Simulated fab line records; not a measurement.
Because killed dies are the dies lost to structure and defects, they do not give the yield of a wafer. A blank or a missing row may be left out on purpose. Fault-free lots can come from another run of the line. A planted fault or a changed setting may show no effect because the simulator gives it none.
One fault seen from 2 desks -- flow n5Finfet -- what lay behind the numbers comes last; until then each desk has only its own

## THE METROLOGY DESK
Means of the sampled wafers that have a number, per lot and without regard to the tool the lot ran on: this is what the gauges read. The brackets show how far a lot's mean lies from the usual mean; more than 4 standard deviations puts the lot out of limits, marked OUT. Readings shown: 7 out of 14 (the first out of limits, and those lying furthest out on some lot).
Columns: A = HMC_CMP_THK at N5_PMOS_HMC_CHANNEL_EPI_THK_MEAS_22, usual 53.8 nm; B = CJ_P at N5_BEOL_M4_RC_MEAS_101, usual 5.78; C = ION_P at N5_BEOL_M4_RC_MEAS_101, usual 461 uA/um; D = SS_P at N5_BEOL_M4_RC_MEAS_101, usual 73.2 mV/dec; E = VT_P at N5_BEOL_M4_RC_MEAS_101, usual -250 mV; F = VT_P_LONG at N5_BEOL_M4_RC_MEAS_101, usual -275 mV; G = VT_P_LVT at N5_BEOL_M4_RC_MEAS_101, usual -99 mV
lot,first seen here,A,B,C,D,E,F,G
L338,day 2 13:53,53.6,5.92,460,73.7,-247,-274,-99
L345,day 4 08:02,53.1,5.96,457,72.6,-249,-273,-98
L346,day 4 15:02,54.5,5.70,452,73.8,-256,-280,-101
L347,day 4 20:29,53.8,5.71,464,73.1,-250,-277,-100
L348,day 5 03:28,53.7,5.76,465,73.2,-249,-274,-97
L349,day 5 08:22,49.3 (-6.9) OUT,6.29,417 (-5.4) OUT,73.7,-256,-285,-104
L350,day 5 15:12,48.4 (-8.3) OUT,6.28,395 (-8.1) OUT,75.6,-264,-295 (-5.2) OUT,-114 (-4.2) OUT
L355,day 6 20:34,54.0,5.80,447,73.0,-256,-281,-101
L358,day 7 13:11,53.5,5.80,459,73.6,-252,-276,-100
Finding of this desk: L349, L350 out of limits, first seen on L349 at day 5 08:22 (HMC_CMP_THK at N5_PMOS_HMC_CHANNEL_EPI_THK_MEAS_22). L338, L345, L346, L347, L348, L355, L358: within limits.

## FOR THE TOOL OWNER'S DESK: epiRpcvd-02
The tool's own readings at N5_PMOS_HMC_CHANNEL_EPI_EPI_20 (deposits SiGe30, target thk 59 nm): means of the sampled wafers that have a number, for each lot that ran on this tool. The brackets show how far a lot's mean lies from the usual mean; more than 4 standard deviations puts the lot out of limits, marked OUT.
Columns: A = chamberPressureTorr at N5_PMOS_HMC_CHANNEL_EPI_EPI_20, usual 20.00 Torr
lot,first seen here,A
L338,day 2 11:51,20.02
L345,day 4 06:01,19.97
L349,day 5 06:20,12.00 (-99 or more) OUT
L350,day 5 13:20,11.95 (-99 or more) OUT
This desk's finding: out of limits on L349, L350; first on L349, day 5 06:20 (chamberPressureTorr at N5_PMOS_HMC_CHANNEL_EPI_EPI_20). L338, L345: within limits.

## BROUGHT TOGETHER
The tool owner's desk could have raised an alarm at day 5 06:20, on L349, L350.
The metrology desk could have raised an alarm at day 5 08:22, on L349, L350.
The lots listed all ran N5_PMOS_HMC_CHANNEL_EPI_EPI_20 on epiRpcvd-02.

## WHAT WAS PUT IN BY THE SIMULATOR
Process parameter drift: epiRpcvd-02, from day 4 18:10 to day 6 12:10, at N5_PMOS_HMC_CHANNEL_EPI_EPI_20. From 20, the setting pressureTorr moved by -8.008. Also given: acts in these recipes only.
Struck lots among those shown: L349, L350.
Time in hours from fault onset to the first out-of-limits reading at each desk: tool owner's desk 12, metrology desk 14.
